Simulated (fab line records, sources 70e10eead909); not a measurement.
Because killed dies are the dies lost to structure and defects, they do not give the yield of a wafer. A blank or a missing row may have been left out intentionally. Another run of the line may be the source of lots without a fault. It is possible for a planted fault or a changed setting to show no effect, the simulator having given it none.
Which tool was responsible? | flow nand harc | Sampling: 24 lots, 72 wafers, 5 of 1159 route steps

WHAT EACH GAUGE READ, for each wafer
NHARC_A_SIN_REMOVE_INSPECT_04. Usual: raw defect count at 302, with a standard deviation of 81.
lot  | measured     | on                | raw defect count | flag
L074 | day 14 16:13 | defect inspect-01 | 221 258 215      |
L076 | day 15 01:58 | defect inspect-02 | 224 242 259      |
L077 | day 15 01:58 | defect inspect-01 | 314 253 221      |
L075 | day 15 01:58 | defect inspect-02 | 292 358 385      |
L079 | day 15 16:51 | defect inspect-01 | 235 315 300      |
L080 | day 16 07:52 | defect inspect-02 | 442 536 564      |
L081 | day 16 07:53 | defect inspect-01 | 333 251 237      |
L078 | day 16 07:53 | defect inspect-02 | 246 298 360      |
L082 | day 16 18:10 | defect inspect-02 | 355 373 354      |
L083 | day 16 18:11 | defect inspect-01 | 292 193 380      |
L084 | day 17 15:03 | defect inspect-01 | 311 291 347      |
L085 | day 17 15:03 | defect inspect-02 | 393 210 215      |
L088 | day 18 00:09 | defect inspect-01 | 316 335 276      |
L087 | day 18 00:09 | defect inspect-02 | 477 519 420      |
L086 | day 18 00:10 | defect inspect-01 | 264 234 223      |
L090 | day 18 13:16 | defect inspect-02 | 235 305 302      |
L089 | day 18 13:15 | defect inspect-01 | 166 248 267      |
L092 | day 19 05:25 | defect inspect-01 | 302 538 347      |
L091 | day 19 05:25 | defect inspect-02 | 311 321 356      |
L094 | day 19 11:19 | defect inspect-01 | 206 191 270      |
L093 | day 19 11:19 | defect inspect-02 | 264 239 216      |
L095 | day 20 00:52 | defect inspect-02 | 326 265 384      |
L097 | day 20 08:29 | defect inspect-01 | 228 335 260      |
L096 | day 20 16:33 | defect inspect-01 | 411 351 319      |

NHARC_A_WL_FILL_INSPECT_15. Usual: raw defect count at 343, with a standard deviation of 93.
lot  | measured     | on                | raw defect count | flag
L074 | day 15 22:28 | defect inspect-02 | 431 254 248      |
L076 | day 16 14:05 | defect inspect-02 | 268 435 431      |
L077 | day 16 09:50 | defect inspect-02 | 268 411 540      |
L075 | day 16 09:49 | defect inspect-01 | 394 305 294      |
L079 | day 16 22:17 | defect inspect-01 | 507 379 416      |
L080 | day 17 13:39 | defect inspect-01 | 496 441 363      |
L081 | day 17 10:32 | defect inspect-02 | 292 344 328      |
L078 | day 17 15:49 | defect inspect-01 | 243 456 228      |
L082 | day 18 00:30 | defect inspect-02 | 317 372 189      |
L083 | day 18 00:26 | defect inspect-01 | 292 322 373      |
L084 | day 18 17:11 | defect inspect-01 | 294 291 334      |
L085 | day 18 17:07 | defect inspect-02 | 389 268 382      |
L088 | day 19 03:55 | defect inspect-02 | 221 330 303      |
L087 | day 19 03:51 | defect inspect-01 | 267 248 321      |
L086 | day 19 08:11 | defect inspect-01 | 609 544 385      |
L090 | day 19 21:23 | defect inspect-01 | 472 473 372      |
L089 | day 19 20:52 | defect inspect-01 | 307 402 673      |
L092 | day 20 09:12 | defect inspect-02 | 195 247 227      |
L091 | day 20 10:13 | defect inspect-01 | 342 345 317      |
L094 | day 20 14:14 | defect inspect-02 | 352 299 294      |
L093 | day 20 14:32 | defect inspect-01 | 257 275 197      |
L095 | day 21 07:49 | defect inspect-01 | 460 317 338      |
L097 | day 21 15:17 | defect inspect-01 | 300 277 404      |
L096 | day 21 20:19 | defect inspect-01 | 294 381 392      |

NHARC_A_CONTACT_CD_MEAS_42: the cd target is 200 nm. Usual: cd nm at 200.1 nm, with a standard deviation of 0.43.
lot  | measured     | on        | cd nm (nm)        | flag
L074 | day 16 05:04 | cd sem-02 | 200.2 199.7 200.0 |
L076 | day 16 17:48 | cd sem-01 | 200.4 200.3 200.3 |
L077 | day 16 13:29 | cd sem-02 | 200.3 199.6 199.9 |
L075 | day 16 13:20 | cd sem-01 | 199.5 200.7 200.0 |
L079 | day 17 02:29 | cd sem-01 | 200.1 200.3 199.5 |
L080 | day 17 17:17 | cd sem-02 | 200.1 200.3 199.6 |
L081 | day 17 15:02 | cd sem-03 | 200.0 200.6 200.8 |
L078 | day 17 19:28 | cd sem-01 | 199.9 199.8 199.9 |
L082 | day 18 08:41 | cd sem-02 | 199.0 199.9 199.7 |
L083 | day 18 07:51 | cd sem-02 | 200.4 200.5 200.1 |
L084 | day 18 22:21 | cd sem-01 | 199.9 200.3 200.0 |
L085 | day 18 22:00 | cd sem-03 | 200.4 200.4 200.1 |
L088 | day 19 07:37 | cd sem-02 | 199.5 199.9 199.6 |
L087 | day 19 07:27 | cd sem-01 | 200.2 200.2 199.6 |
L086 | day 19 11:47 | cd sem-03 | 199.2 199.8 199.3 |
L090 | day 20 02:37 | cd sem-03 | 200.2 200.1 199.8 |
L089 | day 20 01:17 | cd sem-03 | 200.0 199.4 200.4 |
L092 | day 20 13:16 | cd sem-01 | 199.3 199.3 199.4 |
L091 | day 20 16:04 | cd sem-01 | 200.7 199.8 200.6 |
L094 | day 20 18:04 | cd sem-03 | 201.0 199.8 200.3 |
L093 | day 20 18:17 | cd sem-02 | 200.0 200.4 200.2 |
L095 | day 21 13:26 | cd sem-02 | 200.0 201.2 200.6 |
L097 | day 21 18:44 | cd sem-02 | 199.8 200.4 200.1 |
L096 | day 21 23:49 | cd sem-02 | 199.9 199.5 199.6 |

TOOL THAT RAN EACH LOT (tool first, then ch and the chambers of the sampled wafers, then the start)
lot  | NHARC_A_SLIT_ETCH_29               | NHARC_A_WL_FILL_ETCHBACK_17
L074 | rie diel-13 ch 0,2,3, day 14 07:59 | rie metal-01 ch 0,1, day 15 11:22
L076 | rie diel-05 ch 2,3, day 14 17:44   | rie metal-03 ch 0,1, day 15 22:51
L077 | rie diel-13 ch 0,1,3, day 14 19:13 | rie metal-02 ch 0,1, day 15 22:53
L075 | rie diel-05 ch 0,1,2, day 14 19:25 | rie metal-01 ch 0,1, day 15 22:50
L079 | rie diel-03 ch 2,3, day 15 08:37   | rie metal-02 ch 0,1, day 16 11:14
L080 | rie diel-13 ch 0,1, day 15 23:37   | rie metal-03 ch 0,1, day 16 23:40
L081 | rie diel-03 ch 2,3, day 16 01:14   | rie metal-01 ch 0,1, day 16 23:05
L078 | rie diel-05 ch 0,1,3, day 16 01:18 | rie metal-03 ch 0,1, day 17 02:58
L082 | rie diel-05 ch 0,1,2, day 16 09:55 | rie metal-03 ch 0,1, day 17 11:14
L083 | rie diel-05 ch 1,2,3, day 16 11:55 | rie metal-01 ch 1, day 17 11:16
L084 | rie diel-05 ch 0,2, day 17 06:47   | rie metal-01 ch 0,1, day 18 06:11
L085 | rie diel-03 ch 0,1,2, day 17 08:28 | rie metal-02 ch 0,1, day 18 06:07
L088 | rie diel-13 ch 0,1,3, day 17 15:56 | rie metal-01 ch 1, day 18 16:48
L087 | rie diel-05 ch 0,1,2, day 17 16:07 | rie metal-02 ch 0,1, day 18 16:48
L086 | rie diel-13 ch 0,1,3, day 17 17:32 | rie metal-02 ch 0,1, day 18 19:14
L090 | rie diel-05 ch 0,3, day 18 04:58   | rie metal-03 ch 0,1, day 19 06:56
L089 | rie diel-13 ch 1,2,3, day 18 05:21 | rie metal-01 ch 0,1, day 19 06:52
L092 | rie diel-13 ch 1,3, day 18 21:13   | rie metal-01 ch 0,1, day 19 20:31
L091 | rie diel-03 ch 0,1,3, day 18 22:52 | rie metal-02 ch 0,1, day 19 20:30
L094 | rie diel-13 ch 0,2,3, day 19 03:01 | rie metal-02 ch 0,1, day 20 02:32
L093 | rie diel-05 ch 0,1,2, day 19 03:43 | rie metal-01 ch 0,1, day 20 02:31
L095 | rie diel-13 ch 0,1,2, day 19 16:38 | rie metal-03 ch 0,1, day 20 18:07
L097 | rie diel-05 ch 1,2, day 20 00:16   | rie metal-03 ch 0,1, day 21 03:38
L096 | rie diel-13 ch 0,2, day 20 08:13   | rie metal-01 ch 0,1, day 21 08:35
- NHARC_A_SLIT_ETCH_29: etches the open film in CF4/O2, target depth 100 nm, overetch 10 nm, time 55 s.
- NHARC_A_WL_FILL_ETCHBACK_17: etches the open film in Cl2/BCl3, target depth 4 nm, time 26.7 s.

WHAT THE TOOLS THEMSELVES READ (means of the sampled wafers that have a number; where no wafer has one, the mark that the record gives instead)
NHARC_A_SLIT_ETCH_29. Usual: drypump motor current A 5.5 A, standard deviation 0.36; oes_ar_750_au 1.001 a.u., standard deviation 0.0048; oes product au 1.004 a.u., standard deviation 0.0094; rf vpp V 197.8 V, standard deviation 1.1; showerhead plenum p Torr 1.34 Torr, standard deviation 0.036; throttle valve pct 13.397 %, standard deviation 0.0093.
lot  | tool        | drypump motor current A (A) | oes_ar_750_au (a.u.) | oes product au (a.u.) | rf vpp V (V) | showerhead plenum p Torr (Torr) | throttle valve pct (%) | flag
L074 | rie diel-13 | 5.4                         | 0.999                | 1.001                 | 197.3        | 1.34                            | 13.394                 |
L076 | rie diel-05 | 5.6                         | 1.001                | 1.012                 | 198.4        | 1.35                            | 13.401                 |
L077 | rie diel-13 | 5.8                         | 0.999                | 1.000                 | 197.8        | 1.36                            | 13.399                 |
L075 | rie diel-05 | 5.4                         | 1.003                | 1.000                 | 198.7        | 1.36                            | 13.398                 |
L079 | rie diel-03 | 5.2                         | 1.001                | 1.003                 | 196.0        | 1.26                            | 13.394                 |
L080 | rie diel-13 | 5.8                         | 0.998                | 1.002                 | 198.7        | 1.35                            | 13.400                 |
L081 | rie diel-03 | 5.2                         | 1.004                | 1.003                 | 196.0        | 1.26                            | 13.399                 |
L078 | rie diel-05 | 5.6                         | 1.000                | 1.001                 | 198.3        | 1.35                            | 13.393                 |
L082 | rie diel-05 | 5.4                         | 1.000                | 1.002                 | 197.8        | 1.35                            | 13.405                 |
L083 | rie diel-05 | 5.4                         | 0.999                | 1.015                 | 197.1        | 1.35                            | 13.390                 |
L084 | rie diel-05 | 5.5                         | 1.004                | 1.011                 | 197.9        | 1.35                            | 13.392                 |
L085 | rie diel-03 | 5.5                         | 1.002                | 1.002                 | 198.1        | 1.32                            | 13.400                 |
L088 | rie diel-13 | 5.8                         | 0.998                | 1.000                 | 198.7        | 1.36                            | 13.395                 |
L087 | rie diel-05 | 5.4                         | 1.002                | 1.013                 | 198.5        | 1.35                            | 13.410                 |
L086 | rie diel-13 | 5.8                         | 0.998                | 1.004                 | 198.9        | 1.36                            | 13.394                 |
L090 | rie diel-05 | 5.8                         | 1.001                | 1.011                 | 198.4        | 1.34                            | 13.398                 |
L089 | rie diel-13 | 5.5                         | 1.000                | 0.997                 | 197.3        | 1.32                            | 13.397                 |
L092 | rie diel-13 | 5.8                         | 1.004                | 1.007                 | 198.3        | 1.35                            | 13.394                 |
L091 | rie diel-03 | 5.3                         | 0.999                | 0.992                 | 198.9        | 1.34                            | 13.402                 |
L094 | rie diel-13 | 5.5                         | 1.004                | 1.007                 | 197.7        | 1.34                            | 13.396                 |
L093 | rie diel-05 | 5.5                         | 0.999                | 1.007                 | 197.9        | 1.35                            | 13.392                 |
L095 | rie diel-13 | 5.5                         | 0.998                | 1.005                 | 197.8        | 1.33                            | 13.390                 |
L097 | rie diel-05 | 5.2                         | 1.004                | 1.018                 | 197.3        | 1.36                            | 13.402                 |
L096 | rie diel-13 | 5.5                         | 0.998                | 0.994                 | 198.4        | 1.35                            | 13.396                 |

NHARC_A_WL_FILL_ETCHBACK_17. Usual: drypump motor current A 5.67 A, standard deviation 0.25; oes product au 0.998 a.u., standard deviation 0.01.
lot  | tool         | drypump motor current A (A) | oes product au (a.u.) | flag
L074 | rie metal-01 | 5.42                        | 1.003                 |
L076 | rie metal-03 | 5.84                        | 1.005                 |
L077 | rie metal-02 | 5.78                        | 0.993                 |
L075 | rie metal-01 | 5.43                        | 1.016                 |
L079 | rie metal-02 | 5.90                        | 0.986                 |
L080 | rie metal-03 | 5.90                        | 0.992                 |
L081 | rie metal-01 | 5.40                        | 1.005                 |
L078 | rie metal-03 | 5.82                        | 0.997                 |
L082 | rie metal-03 | 5.89                        | 0.993                 |
L083 | rie metal-01 | 5.37                        | 0.992                 |
L084 | rie metal-01 | 5.41                        | 1.007                 |
L085 | rie metal-02 | 5.79                        | 0.994                 |
L088 | rie metal-01 | 5.37                        | 0.993                 |
L087 | rie metal-02 | 5.91                        | 0.999                 |
L086 | rie metal-02 | 5.90                        | 0.993                 |
L090 | rie metal-03 | 5.88                        | 1.000                 |
L089 | rie metal-01 | 5.41                        | 0.998                 |
L092 | rie metal-01 | 5.43                        | 1.006                 |
L091 | rie metal-02 | 5.80                        | 0.995                 |
L094 | rie metal-02 | 5.91                        | 0.994                 |
L093 | rie metal-01 | 5.42                        | 1.002                 |
L095 | rie metal-03 | 5.83                        | 1.003                 |
L097 | rie metal-03 | 5.87                        | 1.003                 |
L096 | rie metal-01 | 5.44                        | 1.000                 |

THE ANSWER, worked out from the rows above alone
Rule: take the mean of a lot's wafers that have a number; if it is more than 3 standard deviations from the usual mean, the lot is off. A lot without any number at a reading at which 4 lots or more have one is off too. The other lots that the step has rows for count as sound. The gauges are gone through in route order, then the tools' own readings, and for those a lot's mean is taken as printed above. The first step at which some lot is off is used, and at that step the reading that is off furthest; a lot without a number counts as furthest.
None of the lots is off at any reading shown; this tells nothing.

WHAT WAS PUT IN BY THE SIMULATOR
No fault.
